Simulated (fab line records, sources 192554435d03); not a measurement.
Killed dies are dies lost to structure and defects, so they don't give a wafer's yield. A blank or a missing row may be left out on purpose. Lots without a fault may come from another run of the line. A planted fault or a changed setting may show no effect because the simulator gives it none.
Which tool did it? | flow n5_finfet | 11 lots, 30 wafers sampled, at 3 steps of a route of 1938

WHAT THE GAUGES READ, wafer by wafer
N5_BEOL_M15_INSPECT_55: inspects for defects (darkfield).
lot  | measured     | on                | raw_defect_count
L572 | day 12 20:47 | defect_inspect-01 | 61 41 73
L574 | day 12 22:38 | defect_inspect-01 | 61 94 70
L577 | day 13 11:13 | defect_inspect-01 | 95 108 44
L580 | day 14 09:20 | defect_inspect-01 | 46 57 55
L584 | day 15 03:28 | defect_inspect-02 | 68 101
L585 | day 15 18:46 | defect_inspect-02 | 65 70 66
L587 | day 16 06:53 | defect_inspect-02 | 51 56
L590 | day 16 14:14 | defect_inspect-01 | 33 60 55
L589 | day 16 21:46 | defect_inspect-01 | 39 66 45
L593 | day 17 22:10 | defect_inspect-02 | 66 73 97
L592 | day 18 23:30 | defect_inspect-02 | 74 105

WHICH TOOL RAN EACH LOT (tool, then ch and the chambers of the sampled wafers, then the start)
lot  | N5_BEOL_M15_SPUTTER_44       | N5_BEOL_M15_CMP_49
L572 | pvd_sputter-03, day 12 19:15 | cmp-04 ch 0,1, day 12 20:22
L574 | pvd_sputter-02, day 12 21:27 | cmp-03 ch 0,2,3, day 12 22:16
L577 | pvd_sputter-01, day 13 09:14 | cmp-04 ch 0,1,2, day 13 10:47
L580 | pvd_sputter-02, day 14 08:10 | cmp-04 ch 0,1,3, day 14 08:58
L584 | pvd_sputter-02, day 15 02:16 | cmp-03 ch 2,3, day 15 03:05
L585 | pvd_sputter-02, day 15 17:33 | cmp-04 ch 0,1, day 15 18:19
L587 | pvd_sputter-02, day 16 05:15 | cmp-04 ch 0,1, day 16 06:28
L590 | pvd_sputter-03, day 16 12:56 | cmp-04 ch 0,3, day 16 13:49
L589 | pvd_sputter-03, day 16 20:35 | cmp-04 ch 1,3, day 16 21:22
L593 | pvd_sputter-01, day 17 20:59 | cmp-03 ch 2,3, day 17 21:43
L592 | pvd_sputter-02, day 18 22:08 | cmp-01 ch 1,3, day 18 23:10
- N5_BEOL_M15_SPUTTER_44: material Ta, target thk 15 nm, time 24.19 s.
- N5_BEOL_M15_CMP_49: polishes, stops on SiO2, t overpolish 4.9 s, target thk 850 nm.

THE ANSWER, worked out from the rows above alone
Rule: what is usual is taken from the lots themselves. Put in order of their means at a reading, lots are off if they are a third of the lots or fewer, leave a main group of 4 or more, and stand apart from it by a gap of 3 or more times the standard deviation of the main group's means; of several such gaps the widest counts. A main group whose means are all the same, to the digits that the tables above print for the reading, isn't used. A lot without any number at a reading at which 4 lots or more have one is off too. The other lots that the step has rows for count as sound.
No lot is off at any reading shown: from this, nothing can be told.

WHAT THE SIMULATOR HAD PUT IN
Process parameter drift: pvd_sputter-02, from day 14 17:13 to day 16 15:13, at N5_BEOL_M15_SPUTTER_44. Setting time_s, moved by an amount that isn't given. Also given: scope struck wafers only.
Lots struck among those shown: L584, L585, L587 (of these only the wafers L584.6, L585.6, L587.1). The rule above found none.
